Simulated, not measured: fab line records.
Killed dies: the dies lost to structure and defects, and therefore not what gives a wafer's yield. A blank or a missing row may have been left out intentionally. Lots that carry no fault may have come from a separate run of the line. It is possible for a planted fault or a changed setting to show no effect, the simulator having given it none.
fab line records	flow nand_harc	part 1 of 2: steps 1 to 4 of 6
[record] lots = 20	wafers = 60	last_day = 33
route steps=1302 shown A_CHANNEL_HOLE_D2@588 A_STAIRCASE@700
lots that met no fault: taken from a fault-free run of the same line
start_h: the number of hours between the record's first day and the start of the first shown wafer of the lot	wait_h: time in hours since the lot's previous step	" identical to the entry in the row above	L1.1+2: one row covering several wafers at once	- no value present, or no start provided	* or withheld: withheld	< > ~ a bound
route shown NAME@n: NAME is a module with steps in the file, n the number in the route of the first one	usual: average and standard deviation across the fault-free wafers	same: alike in all rows	chamber/n: place in a boat	sites: the reading at each site	_std_site: standard deviation of those values	_edge_site: the outer-site mean with the inner-site mean subtracted	radius_mm: how far each site lies from the wafer's centre	mask NAME#n: copy n	behind: the tool/chamber that last shaped the wafer	hold: the reason the lot was held/the length of the hold in hours/how it ended	device: the transistor (n, p or np) that didn't switch	end of line: the same wafers' tests at the end of the route	where a step has no rows: the recipe by itself	killed: not the wafer's yield, but the dies lost to structure and defects at the first sort	map: a wafer's dies, marking killed ones x, the rest . and places with no die _
set.NAME: the setting the step ran with; set.NAME@STEP: the setting that earlier step ran with	model.NAME: the simulator's own value behind a step, which no gauge read
the route's steps for a sample of lots (tables are steps, rows are wafers)
services: a tool's chamber out of use, with start hour (start_h, from the record's first day; less than 0 if before it), hours out, and reason
[[steps]]
[step NHARC_A_CHANNEL_HOLE_D2_ETCH_34]
[recipe] target_depth_a = 1540	time_s = 77	cf4_flow_sccm = 100	chf3_flow_sccm = 30	ar_flow_sccm = 0	rf_w = 500	bias_w = 200	chemistry = CF4/CHF3
[usual] chf3_flow_sccm = 30.01/0.093	drypump_motor_current_A = 5.6/0.42	oes_product_au = 0.960/0.017	rf_fwd_power_W = 495.6/1.8	rf_vpp_V = 370.8/2.7	showerhead_plenum_p_Torr = 1.58/0.081	throttle_valve_pct = 16.803/0.0081
lot.wafer	tool	chamber	start_h	wait_h	chf3_flow_sccm	drypump_motor_current_A	oes_product_au	rf_fwd_power_W	rf_hours_counter_h	rf_vpp_V	showerhead_plenum_p_Torr	throttle_valve_pct
L075.3	rie_diel-02	0	-	-	29.96	5.8	0.985	498.3	3.9	371.3	1.58	16.792
L075.5	"	3	"	"	30.01	4.9	0.963	496.3	-	371.4	1.64	16.791
L075.6	"	0	"	"	30.09	5.8	0.972	498.3	-	370.7	1.58	16.807
L076.2	rie_diel-06	2	-	-	30.10	5.1	0.958	495.0	0.2	366.9	1.48	16.816
L076.4	"	3	"	"	30.03	6.0	0.958	498.6	0.2	371.5	1.61	16.802
L076.3	"	1	"	"	30.06	5.7	0.970	497.3	0.2	374.6	1.68	16.798
L077.4	rie_diel-06	1	-	-	30.18	5.8	0.987	491.2	2.4	373.7	1.68	16.799
L077.3	"	2	"	"	30.06	5.1	0.976	495.8	2.1	367.2	1.48	16.799
L077.5	"	1	"	"	29.98	5.8	0.977	493.4	-	373.5	1.68	16.805
L078.2	rie_diel-06	1	-	-	29.90	5.8	0.957	496.5	3.0	375.2	1.68	16.794
L078.3	"	2	"	"	29.79	5.1	0.985	495.8	2.7	368.7	1.48	16.809
L078.6	"	1	"	"	29.93	5.8	0.957	494.1	-	374.4	1.68	16.792
L079.1	rie_diel-02	3	-	-	29.89	5.0	0.939	495.8	6.8	371.4	1.64	16.805
L079.2	"	2	"	"	29.94	5.8	0.939	496.6	6.5	374.1	1.69	16.791
L079.6	"	2	"	"	29.89	5.8	0.939	497.4	-	373.2	1.69	16.795
L080.4	rie_diel-06	3	-	-	30.04	6.0	0.956	496.5	4.0	371.8	1.61	16.798
L080.1	"	0	"	"	29.92	5.5	0.970	490.5	4.3	367.7	1.48	16.811
L080.5	"	1	"	"	30.04	5.7	0.973	494.0	-	373.6	1.68	16.811
L082.2	rie_diel-02	0	-	-	30.08	5.8	0.978	496.6	7.0	371.1	1.58	16.833
L082.5	"	1	"	"	29.97	5.4	0.979	496.9	-	373.9	1.68	16.809
L082.6	"	2	"	"	29.97	5.8	0.948	497.8	-	374.8	1.69	16.808
L083.2	rie_diel-06	1	-	-	30.12	5.7	0.944	495.9	6.7	375.8	1.68	16.812
L083.4	"	2	"	"	30.21	5.1	0.955	497.4	6.2	367.7	1.48	16.789
L083.6	"	0	"	"	29.86	5.5	0.949	495.1	-	366.8	1.48	16.803
L084.4	rie_diel-03	0	-	-	29.98	6.3	0.945	492.9	3.5	366.3	1.49	16.793
L084.3	"	1	"	"	29.89	6.4	0.935	497.6	5.0	369.0	1.52	16.811
L084.5	"	3	"	"	30.06	5.3	0.945	495.2	-	368.8	1.53	16.814
L086.4	rie_diel-02	3	-	-	30.02	5.0	0.981	494.5	0.9	373.0	1.64	16.799
L086.3	"	0	"	"	30.08	5.8	0.961	498.9	0.9	371.2	1.58	16.794
L086.2	"	2	"	"	30.02	5.8	0.966	493.9	0.6	373.7	1.69	16.800
L087.2	rie_diel-02	3	-	-	29.98	4.9	0.948	493.9	1.4	373.5	1.64	16.794
L087.3	"	0	"	"	29.97	5.8	0.949	495.6	1.8	370.0	1.58	16.806
L087.4	"	1	"	"	29.80	5.4	0.980	497.2	1.4	374.8	1.68	16.797
L089.4	rie_diel-03	1	-	-	30.16	6.4	0.974	497.7	6.4	369.9	1.52	16.814
L089.5	"	0	"	"	30.09	6.3	0.966	494.2	-	367.2	1.48	16.798
L089.6	"	1	"	"	30.03	6.4	0.983	495.4	-	370.4	1.52	16.812
L088.3	rie_diel-02	3	-	-	30.08	4.9	0.980	496.2	2.4	372.9	1.64	16.813
L088.4	"	2	"	"	30.00	5.8	0.984	496.2	1.9	374.8	1.69	16.801
L088.6	"	0	"	"	29.94	5.8	0.958	495.6	-	371.0	1.58	16.817
L090.1	rie_diel-02	1	-	-	29.99	5.3	0.922	494.4	3.3	374.2	1.68	16.814
L090.4	"	2	"	"	29.97	5.8	0.924	495.8	2.4	374.4	1.69	16.802
L090.6	"	0	"	"	30.03	5.8	0.919	495.4	-	369.9	1.58	16.798
L092.4	rie_diel-02	2	-	-	29.96	5.8	0.964	497.7	3.3	373.8	1.69	16.805
L092.3	"	3	"	"	29.99	4.9	0.960	494.6	4.1	371.9	1.64	16.805
L092.5	"	0	"	"	29.95	5.8	0.972	495.6	-	371.7	1.58	16.814
L093.2	rie_diel-06	2	-	-	30.01	5.1	0.930	496.6	11.7	368.6	1.48	16.800
L093.1	"	0	"	"	30.01	5.5	0.921	494.2	13.6	369.3	1.48	16.801
L093.3	"	1	"	"	30.07	5.8	0.926	491.6	12.4	373.2	1.68	16.796
L094.3	rie_diel-02	3	-	-	30.17	4.9	0.951	495.2	5.9	372.6	1.64	16.801
L094.2	"	0	"	"	30.02	5.8	0.956	495.9	7.0	372.6	1.58	16.801
L094.5	"	2	"	"	29.99	5.8	0.951	497.1	-	375.5	1.69	16.816
L095.3	rie_diel-03	0	-	-	30.03	6.3	0.962	495.5	1.2	366.3	1.48	16.803
L095.5	"	1	"	"	30.10	6.4	0.951	493.1	-	368.5	1.52	16.809
L095.6	"	2	"	"	29.96	5.6	0.957	493.7	-	367.0	1.49	16.795
L097.3	rie_diel-02	2	-	-	30.04	5.8	0.948	494.8	6.4	374.5	1.69	16.794
L097.5	"	3	"	"	29.95	4.9	0.970	497.5	-	372.3	1.64	16.802
L097.6	"	0	"	"	30.26	5.8	0.974	497.3	-	370.7	1.58	16.800
L096.3	rie_diel-06	1	-	-	29.93	5.8	0.961	494.0	2.1	374.1	1.68	16.801
L096.2	"	0	"	"	30.05	5.5	0.957	493.7	2.0	365.8	1.48	16.798
L096.6	"	1	"	"	29.96	5.8	0.962	494.9	-	373.2	1.68	16.796
[step NHARC_A_CHANNEL_HOLE_D2_ETCH_21]
[recipe] bias_v = 3000	source_w = withheld	pressure_mtorr = 20	time_s = 514.3	ar_flow_sccm = 375	c4f8_flow_sccm = 89.3	o2_flow_sccm = 35.7	temp_c = -20	target_depth_a = 16000	chemistry = C4F8/O2/Ar
[usual] drypump_motor_current_A = 5.9/0.48	o2_flow_sccm = 35.70/0.099	showerhead_plenum_p_Torr = 3.74/0.14	throttle_valve_pct = 32.154/0.0077
lot.wafer	tool	chamber	start_h	wait_h	drypump_motor_current_A	o2_flow_sccm	rf_hours_counter_h	showerhead_plenum_p_Torr	throttle_valve_pct
L076.2	har_etch-01	0	319.88	0.3	6.3	35.93	154	3.70	32.147
L076.4	"	1	"	"	6.1	35.51	-	3.70	32.155
L076.3	"	0	"	"	6.4	35.84	-	3.70	32.167
L075.3	har_etch-02	1	320.55	0.6	6.1	35.74	-	3.58	32.149
L075.5	"	1	"	"	6.1	35.57	-	3.58	32.173
L075.6	"	1	"	"	6.1	35.54	-	3.58	32.153
L077.3	har_etch-02	0	332.15	0.3	5.1	35.56	-	3.58	32.149
L077.4	"	1	"	"	6.1	35.81	-	3.57	32.155
L077.5	"	1	"	"	6.1	35.71	-	3.57	32.150
L078.2	har_etch-01	0	339.96	0.3	6.3	35.67	173	3.69	32.149
L078.3	"	1	"	"	6.1	35.77	-	3.69	32.142
L078.6	"	0	"	"	6.4	35.66	-	3.69	32.162
L079.1	har_etch-02	1	351.16	0.3	6.1	35.73	400	3.56	32.160
L079.2	"	0	"	"	5.1	35.62	385	3.58	32.152
L079.6	"	0	"	"	5.1	35.58	-	3.58	32.153
L080.1	har_etch-02	1	358.12	0.3	6.1	35.68	404	3.56	32.154
L080.4	"	1	"	"	6.1	35.58	-	3.56	32.164
L080.5	"	1	"	"	6.1	35.68	-	3.56	32.155
L082.2	har_etch-01	0	371.51	0.3	6.4	35.78	195	3.67	32.165
L082.6	"	1	"	"	6.1	35.91	-	3.67	32.154
L082.5	"	0	"	"	6.4	35.81	-	3.67	32.160
L083.2	har_etch-01	1	396.76	0.3	6.1	35.60	207	3.67	32.144
L083.4	"	1	"	"	6.1	35.54	-	3.67	32.166
L083.6	"	0	"	"	6.4	35.80	-	3.67	32.165
L084.4	har_etch-01	0	400.98	0.3	6.4	35.79	-	3.67	32.161
L084.3	"	1	"	"	6.1	35.60	-	3.66	32.154
L084.5	"	0	"	"	6.4	35.75	-	3.66	32.147
L086.2	har_etch-02	1	414.44	0.3	6.1	35.64	16	3.92	32.141
L086.3	"	0	"	"	5.1	35.72	-	3.92	32.164
L086.4	"	1	"	"	6.1	35.79	-	3.92	32.151
L087.2	har_etch-02	0	427.77	0.3	5.1	35.65	24	3.92	32.155
L087.4	"	0	"	"	5.1	35.62	-	3.92	32.166
L087.3	"	1	"	"	6.1	35.76	-	3.92	32.155
L089.4	har_etch-01	0	447.88	0.3	6.3	35.71	-	3.65	32.167
L089.5	"	1	"	"	6.1	35.87	-	3.65	32.166
L089.6	"	0	"	"	6.4	35.71	-	3.65	32.151
L088.4	har_etch-02	1	449.80	0.3	6.1	35.73	-	3.91	32.146
L088.3	"	0	"	"	5.1	35.68	-	3.91	32.154
L088.6	"	1	"	"	6.1	35.66	-	3.92	32.156
L090.1	har_etch-01	1	459.81	0.3	6.1	35.60	245	3.65	32.167
L090.4	"	1	"	"	6.1	35.67	-	3.65	32.155
L090.6	"	1	"	"	6.1	35.60	-	3.65	32.165
L092.4	har_etch-01	1	476.71	0.3	6.1	35.62	-	3.64	32.169
L092.3	"	0	"	"	6.4	35.60	-	3.64	32.148
L092.5	"	1	"	"	6.1	35.65	-	3.64	32.148
L093.1	har_etch-02	0	479.81	0.3	5.1	35.68	54	3.90	32.145
L093.2	"	1	"	"	6.1	35.66	54	3.90	32.148
L093.3	"	1	"	"	6.1	35.75	-	3.90	32.150
L094.2	har_etch-02	0	508.96	0.3	5.1	35.57	66	3.90	32.152
L094.3	"	0	"	"	5.1	35.64	-	3.90	32.155
L094.5	"	0	"	"	5.1	35.69	-	3.90	32.150
L095.3	har_etch-02	1	513.33	0.3	6.1	35.71	-	3.89	32.146
L095.6	"	0	"	"	5.1	35.63	-	3.89	32.146
L095.5	"	1	"	"	6.1	35.72	-	3.89	32.156
L097.3	har_etch-02	0	527.46	0.3	5.1	35.59	-	3.89	32.167
L097.6	"	0	"	"	5.1	35.71	-	3.89	32.159
L097.5	"	1	"	"	6.1	35.77	-	3.89	32.146
L096.2	har_etch-01	1	527.51	0.3	6.1	35.82	283	3.63	32.154
L096.3	"	1	"	"	6.1	35.58	-	3.63	32.156
L096.6	"	0	"	"	6.3	35.58	-	3.63	32.154
[step NHARC_A_STAIRCASE_DESCUM_186]
[recipe] time_s = 3	o2_flow_sccm = 200	ar_flow_sccm = 0	bias_power_w = 0	chemistry = O2
[usual] drypump_motor_current_A = 5.7/0.36	o2_flow_sccm = 200.0/0.64	oes_product_au = 0.999/0.0079	rf_vpp_V = 57.7/0.84	showerhead_plenum_p_Torr = 1.87/0.089	throttle_valve_pct = 11.311/0.0085
lot.wafer	tool	chamber	start_h	wait_h	drypump_motor_current_A	o2_flow_sccm	oes_product_au	rf_hours_counter_h	rf_vpp_V	showerhead_plenum_p_Torr	throttle_valve_pct
L076.4	rie_diel-04	3	381.13	-	6.3	199.1	0.998	5	57.3	1.90	11.315
L076.3	"	0	"	"	5.6	200.7	0.999	4	56.9	1.78	11.306
L076.2	"	1	"	"	5.7	200.1	1.011	5	57.5	2.08	11.314
L075.3	rie_diel-07	1	384.77	-	5.7	200.9	1.002	25	58.2	1.86	11.316
L075.5	"	2	"	"	5.4	199.4	1.012	-	57.4	1.82	11.316
L075.6	"	3	"	"	5.5	200.4	1.012	-	56.7	1.91	11.303
L077.3	rie_diel-04	0	395.11	-	5.6	199.8	1.000	9	57.1	1.77	11.311
L077.4	"	1	"	"	5.7	198.6	0.999	9	58.5	2.07	11.321
L077.5	"	3	"	"	6.3	200.1	0.999	-	58.2	1.89	11.312
L078.3	rie_diel-12	3	401.18	-	5.8	199.7	0.989	46	57.0	1.85	11.324
L078.2	"	1	"	"	5.1	200.1	0.986	33	58.0	1.87	11.317
L078.6	"	3	"	"	5.8	200.1	0.981	-	57.7	1.85	11.303
L079.2	rie_diel-07	3	416.39	-	5.5	199.1	1.000	38	57.7	1.91	11.327
L079.1	"	1	"	"	5.7	200.5	1.003	37	57.9	1.86	11.305
L079.6	"	3	"	"	5.4	200.6	1.012	-	59.4	1.91	11.309
L080.1	rie_diel-04	0	423.36	-	5.6	200.2	1.003	18	56.6	1.77	11.321
L080.4	"	2	"	"	5.7	200.5	0.985	19	55.8	1.91	11.308
L080.5	"	0	"	"	5.6	199.8	1.000	-	59.1	1.77	11.314
L082.2	rie_diel-04	2	437.04	-	5.7	199.2	1.001	26	58.5	1.91	11.308
L082.6	"	0	"	"	5.6	200.0	0.998	-	56.4	1.77	11.309
L082.5	"	1	"	"	5.7	200.2	1.011	-	57.9	2.07	11.318
L083.2	rie_diel-07	3	458.81	-	5.5	199.8	0.986	49	56.4	1.90	11.325
L083.4	"	0	"	"	5.4	199.0	0.990	47	55.7	1.76	11.305
L083.6	"	3	"	"	5.5	199.3	0.988	-	59.7	1.90	11.299
L084.4	rie_diel-07	3	461.84	-	5.4	200.3	1.007	51	56.5	1.90	11.305
L084.3	"	0	"	"	5.5	198.7	0.994	49	55.3	1.76	11.313
L084.5	"	1	"	"	5.7	199.6	0.997	-	58.1	1.85	11.321
L086.3	rie_diel-04	3	479.02	-	6.3	200.9	0.994	41	58.5	1.88	11.321
L086.2	"	1	"	"	5.7	199.3	1.002	40	57.9	2.06	11.310
L086.4	"	0	"	"	5.6	199.8	1.005	-	56.8	1.77	11.312
L087.3	rie_diel-07	1	491.16	-	5.7	199.9	1.001	3	57.9	1.85	11.307
L087.4	"	2	"	"	5.4	199.1	1.003	3	58.1	1.81	11.313
L087.2	"	0	"	"	5.5	200.7	0.996	3	59.2	2.08	11.311
L088.4	rie_diel-07	2	509.22	-	5.4	199.9	1.007	9	57.0	1.81	11.314
L088.3	"	3	"	"	5.5	198.2	1.006	9	57.3	1.90	11.307
L088.6	"	1	"	"	5.7	200.8	1.002	-	58.4	1.85	11.299
L089.4	rie_diel-12	0	510.19	-	6.6	199.6	1.008	21	57.7	1.81	11.293
L089.6	"	1	"	"	5.2	200.7	0.989	-	57.2	1.86	11.333
L089.5	"	2	"	"	6.0	200.4	0.999	-	57.5	1.81	11.309
L090.4	rie_diel-12	3	523.87	-	5.7	199.5	1.018	23	56.4	1.83	11.303
L090.1	"	1	"	"	5.3	200.1	1.000	22	58.2	1.86	11.301
L090.6	"	2	"	"	6.1	201.4	1.006	-	57.7	1.81	11.298
L092.3	rie_diel-12	2	540.25	-	6.0	198.5	0.997	29	56.9	1.80	11.313
L092.4	"	3	"	"	5.7	200.6	1.002	31	58.8	1.83	11.317
L092.5	"	0	"	"	6.6	199.6	1.012	-	57.2	1.80	11.297
L093.3	rie_diel-12	0	544.88	-	6.6	201.3	1.007	35	56.9	1.80	11.312
L093.2	"	2	"	"	6.1	199.1	1.003	31	57.0	1.80	11.333
L093.1	"	3	"	"	5.7	200.0	1.010	33	57.6	1.83	11.309
L094.2	rie_diel-04	2	572.19	-	5.7	199.8	0.994	8	58.1	1.90	11.310
L094.3	"	0	"	"	5.6	198.9	0.998	9	57.5	2.07	11.309
L094.5	"	1	"	"	5.7	200.2	0.995	-	56.7	2.05	11.305
L095.3	rie_diel-12	2	572.32	-	6.0	199.8	1.000	37	58.4	1.80	11.305
L095.5	"	3	"	"	5.7	200.8	1.000	-	57.3	1.83	11.303
L095.6	"	0	"	"	6.6	200.5	1.003	-	56.9	1.80	11.321
L097.3	rie_diel-07	3	587.04	-	5.5	199.9	1.005	32	57.9	1.89	11.301
L097.5	"	1	"	"	5.7	200.1	0.991	-	57.4	1.84	11.313
L097.6	"	2	"	"	5.4	199.3	0.983	-	57.4	1.80	11.305
L096.3	rie_diel-07	3	587.31	-	5.5	199.4	1.005	33	58.0	1.89	11.296
L096.2	"	1	"	"	5.7	199.7	0.991	32	58.9	1.84	11.315
L096.6	"	3	"	"	5.5	199.1	1.003	-	57.3	1.89	11.313
[step NHARC_A_STAIRCASE_ETCH_201]
[recipe] target_depth_a = 1000	time_s = 40.5	ion_energy_ev = 400	c4f8_flow_sccm = 20	o2_flow_sccm = 10	ar_flow_sccm = withheld	rf_w = 600	bias_w = 1000	chemistry = C4F8/O2
[usual] oes_product_au = 0.944/0.0086	rf_fwd_power_W = 592/3.1	rf_vpp_V = 893/5.5
lot.wafer	tool	chamber	start_h	wait_h	oes_product_au	rf_fwd_power_W	rf_hours_counter_h	rf_vpp_V
L076.2	rie_diel-04	2	-	-	0.961	591	7	897
L076.3	"	3	"	"	0.950	584	6	896
L076.4	"	0	"	"	0.964	598	5	888
L075.3	rie_diel-04	3	-	-	0.941	584	7	894
L075.6	"	2	"	"	0.951	590	-	894
L075.5	"	3	"	"	0.942	586	-	894
L077.3	rie_diel-04	0	-	-	0.956	593	10	888
L077.4	"	2	"	"	0.938	590	11	896
L077.5	"	0	"	"	0.951	591	-	887
L078.3	rie_diel-12	2	-	-	0.935	591	40	891
L078.2	"	3	"	"	0.948	594	47	891
L078.6	"	1	"	"	0.942	593	-	893
L079.2	rie_diel-12	2	-	-	0.944	588	44	890
L079.1	"	3	"	"	0.949	590	50	891
L079.6	"	2	"	"	0.942	589	-	891
L080.4	rie_diel-04	2	-	-	0.929	591	19	896
L080.1	"	3	"	"	0.940	588	19	894
L080.5	"	0	"	"	0.944	596	-	887
L082.2	rie_diel-12	1	-	-	0.933	590	46	893
L082.6	"	0	"	"	0.946	595	-	890
L082.5	"	1	"	"	0.938	591	-	892
L083.4	rie_diel-07	1	-	-	0.947	595	54	893
L083.2	"	2	"	"	0.938	595	56	890
L083.6	"	3	"	"	0.941	589	-	895
L084.3	rie_diel-07	3	-	-	0.939	589	52	896
L084.4	"	0	"	"	0.948	593	49	886
L084.5	"	2	"	"	0.937	592	-	889
L086.4	rie_diel-07	0	-	-	0.939	590	0	906
L086.2	"	1	"	"	0.964	595	0	892
L086.3	"	2	"	"	0.947	593	0	890
L087.2	rie_diel-04	3	-	-	0.946	590	44	894
L087.3	"	0	"	"	0.939	596	36	886
L087.4	"	3	"	"	0.943	589	-	894
L088.3	rie_diel-07	2	-	-	0.935	596	9	889
L088.4	"	3	"	"	0.954	589	10	895
L088.6	"	0	"	"	0.940	593	-	905
L089.4	rie_diel-12	0	-	-	0.951	596	22	890
L089.5	"	0	"	"	0.958	594	-	890
L089.6	"	1	"	"	0.928	595	-	892
L090.4	rie_diel-12	2	-	-	0.928	592	28	889
L090.1	"	0	"	"	0.939	593	28	888
L090.6	"	3	"	"	0.931	591	-	891
L092.3	rie_diel-12	1	-	-	0.933	590	33	894
L092.4	"	0	"	"	0.934	591	35	889
L092.5	"	1	"	"	0.944	594	-	893
L093.3	rie_diel-04	2	-	-	0.949	591	2	895
L093.2	"	3	"	"	0.950	585	2	893
L093.1	"	1	"	"	0.950	592	2	904
L094.3	rie_diel-04	1	-	-	0.952	589	9	904
L094.2	"	3	"	"	0.933	585	9	893
L094.5	"	1	"	"	0.936	591	-	905
L095.3	rie_diel-12	0	-	-	0.949	597	45	889
L095.6	"	0	"	"	0.952	597	-	890
L095.5	"	1	"	"	0.944	592	-	894
L097.3	rie_diel-12	2	-	-	0.953	588	43	889
L097.6	"	0	"	"	0.962	592	-	888
L097.5	"	1	"	"	0.957	595	-	894
L096.2	rie_diel-07	1	-	-	0.933	594	33	890
L096.3	"	2	"	"	0.939	589	29	889
L096.6	"	2	"	"	0.947	593	-	888
